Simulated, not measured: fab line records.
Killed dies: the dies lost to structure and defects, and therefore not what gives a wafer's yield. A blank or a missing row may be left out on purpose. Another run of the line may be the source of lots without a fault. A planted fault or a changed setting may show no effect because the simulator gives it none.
Struck lot and sound lot, side by side | flow nand harc | 14 out of 1159 route steps
Sound: the wafers L916.3, L916.4, L916.6. Struck: wafers L904.2, L904.4. (L904.3 of the same lot was not struck and is left out.) The cause comes at the end.
Each step with rows lists, per side, the tool, then ch with its chambers, then its first start. Under that, the readings that differ: sound wafers | struck wafers | difference of the means | sigmas: that difference in standard deviations of wafers without a fault.
alike: a reading whose means differ by less than 2 such deviations, as well as words and numbers matching on both sides. not compared: withheld readings; readings where some wafer has no value; bounds like >300 that might hide an equal value; numbers whose values overlap and for which the record gives no deviation.
Wherever a step has rows on one side only, a row that says differs or no value, or a row with sigmas, the two part there. Non-overlapping numbers with no deviation appear without sigmas and do not part them. Lack of a reading on every wafer of one side parts them only where that side has two or more wafers.

first, 8 steps without rows for these wafers: NHARC_THIN_TSV_DEHYDRATE_25 (time 120 s); NHARC_THIN_TSV_HMDS_26 (time 30 s); NHARC_THIN_TSV_COAT_27; NHARC_THIN_TSV_SOFTBAKE_28 (time 95 s); NHARC_THIN_TSV_EBR_29; NHARC_THIN_TSV_EXPOSE_30 (exposes mask PAD); NHARC_THIN_TSV_PEB_31 (peb time 85 s); NHARC_THIN_TSV_DEVELOP_32 (time 70 s).
NHARC_THIN_TSV_CD_MEAS_33: target cd 5000 nm.
  sound on cd sem-01 ch 0, day 23 10:46; struck on cd sem-03 ch 0, day 20 14:37
  alike: cd nm
then, 1 step without rows for these wafers: NHARC_THIN_TSV_HARDBAKE_34 (time 80 s).
NHARC_THIN_TSV_DESCUM_35: chemistry O2, time 3 s.
  sound on rie diel-09 ch 1,2,3, day 23 10:56; struck on rie diel-09 ch 1,3, day 20 14:47
  alike: drypump motor current A, mfc ar sccm, o2 flow sccm, oes product au, rf vpp V, showerhead plenum p Torr, throttle valve pct
  not compared: rf hours counter h
NHARC_THIN_TSV_ETCH_59: etches the open film in Cl2/BCl3, target depth 880 nm, time 138.1 s.
  sound on rie metal-02 ch 0,1, day 23 11:07; struck on rie metal-01 ch 0,1, day 20 14:58
  alike: drypump motor current A, oes product au, rf fwd power W, throttle valve pct
  not compared: rf hours counter h
NHARC_THIN_TSV_ETCH_36: etches the open film in Cl2/BCl3, target depth 65 nm, time 18.571 s.
  sound on rie metal-02 ch 0,1, day 23 11:19; struck on rie metal-01 ch 1, day 20 15:11
  reading               | sound             | struck      | difference | sigmas
  oes product au (a.u.) | 0.990 1.001 1.000 | 0.832 0.842 | -0.160     | -21
  alike: drypump motor current A
  not compared: rf hours counter h
NHARC_THIN_TSV_STRIP_56: strips in O2.
  sound on plasma asher-01 ch 0,1, day 23 11:31; struck on plasma asher-02 ch 0,1, day 20 15:23
  alike: drypump motor current A, heater power w
  not compared: rf hours counter h

## WHERE THEY PART
At NHARC_THIN_TSV_ETCH_36 and nowhere else, as far as this record goes. Later steps at which nothing parts them and some readings are alike: NHARC_THIN_TSV_STRIP_56.

WHY: whatever the simulator had introduced
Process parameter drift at NHARC_THIN_TSV_ETCH_36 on rie metal-01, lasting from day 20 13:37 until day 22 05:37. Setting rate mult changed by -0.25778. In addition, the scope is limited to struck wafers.
